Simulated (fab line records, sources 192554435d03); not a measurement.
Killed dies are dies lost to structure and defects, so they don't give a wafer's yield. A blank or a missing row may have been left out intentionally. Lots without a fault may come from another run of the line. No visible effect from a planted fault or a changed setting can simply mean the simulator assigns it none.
Comparing a struck lot with a sound one -- flow n5Finfet -- 13 steps out of a route of 1938
Sound: the wafers L607.1, L607.2, L607.5. The struck wafers were L614.2, L614.3, L614.5. The cause is named last.
Order at every step that has rows: each side's tool, ch and its chambers, its first start. Under that, the readings that differ: sound wafers -- struck wafers -- difference of the means -- sigmas: that difference in standard deviations of wafers without a fault.
alike: words and numbers the same on both sides, and readings whose means are apart by under 2 such deviations; not compared: readings that were withheld, readings missing a value for some wafer, numbers with overlapping values and no deviation given by the record, and bounds like >300 which may hide the same value.
Wherever a step has rows on one side only, a row that says differs or no value, or a row with sigmas, the two part there. When numbers do not overlap yet have no deviation, they are printed without sigmas and do not part them. A reading missing from all wafers of one side parts the sides only when that side holds two or more wafers.

first, 9 steps without rows for these wafers: N5_BEOL_M0_SAQP_PEB_38 (peb time 60 s); N5_BEOL_M0_SAQP_DEVELOP_39 (develop time 30 s); N5_BEOL_M0_SAQP_DESCUM_45 (chemistry O2, time 7 s); N5_BEOL_M0_SAQP_ETCH_88 (etches underlayer in N2/H2, target depth 6.5 nm, time 5.2 s); N5_BEOL_M0_SAQP_ETCH_73 (etches SiARC in CF4, target depth 19.5 nm, time 32.5 s); N5_BEOL_M0_SAQP_CUT_ETCH_46 (etches SOC in N2/H2, target depth 135 nm, overetch 27 nm, time 202.5 s); N5_BEOL_M0_SAQP_STRIP_74 (strips in N2/H2); N5_BEOL_M0_SAQP_STRIP_89 (strips in N2/H2); N5_BEOL_M0_SAQP_ALD_48 (deposits SiO2, target thk 20 nm, pulse time 1 s, co reactant pulse time 1 s).
N5_BEOL_M0_SAQP_ETCH_49: etches SiO2 in CF4/O2, target depth 37 nm.
  sound on rieDiel-06 ch 1,3, day 6 14:59; struck on rieDiel-06 ch 0,1,2, day 8 13:14
  no value came back on the struck wafers for any of 7 readings (O2_flow_sccm (sccm), biasW (W) and others); on the sound wafers O2_flow_sccm (sccm) reads 9.94 9.98 9.97
reading,sound,struck,difference,sigmas
model.SOC_of_BEOL_M0_SAQP_COAT_69.thkNm (nm),71 71.6 70.8,90.2 90.4 90,+19.1,
model.BEOL_M0_SAQP.featureDepthNm (nm),37 35.8 37.4,29.6 30.6 29.8,-6.7,
model.SiO2_of_BEOL_M0_SAQP_ALD_48.thkNm (nm),14.6 15.8 14.2,20 20 20,+5,
  not compared: rfHoursCounterH
N5_BEOL_M0_SAQP_STRIP_75: strips in CF4.
  sound on rieDiel-06 ch 1,3, day 6 15:05; struck on rieDiel-06 ch 0,1,2, day 8 13:20
reading,sound,struck,difference,sigmas
oesProductAu (a.u.),0.180 0.163 0.177,0.748 0.805 0.720,+0.584,+34
model.SiO2_of_BEOL_M0_SAQP_ALD_48.thkNm (nm),14.4 15.6 13.8,19.8 19.6 19.8,+5.1,
  alike: drypumpMotorCurrentA, rfVppV, showerheadPlenumPTorr, throttleValvePct
  not compared: rfHoursCounterH
N5_BEOL_M4_RC_MEAS_101:
  the record has rows for the sound wafers here (prober-01 ch 0, day 9 14:13) and none for the struck ones
-- here the record skips 8 days between the struck wafers' starts before and after, leaving off in module BEOL_M4 and picking up in module PASSIVATION (first step shown: number 1936 of the route) --
N5_PASSIVATION_PROBE_49:
  only the struck wafers here have rows in the record (prober-01, day 16 07:05); the sound ones have none

== WHERE THEY PART ==
First at N5_BEOL_M0_SAQP_ETCH_49; last, within this record, at N5_PASSIVATION_PROBE_49.

WHY: the cause the simulator had injected
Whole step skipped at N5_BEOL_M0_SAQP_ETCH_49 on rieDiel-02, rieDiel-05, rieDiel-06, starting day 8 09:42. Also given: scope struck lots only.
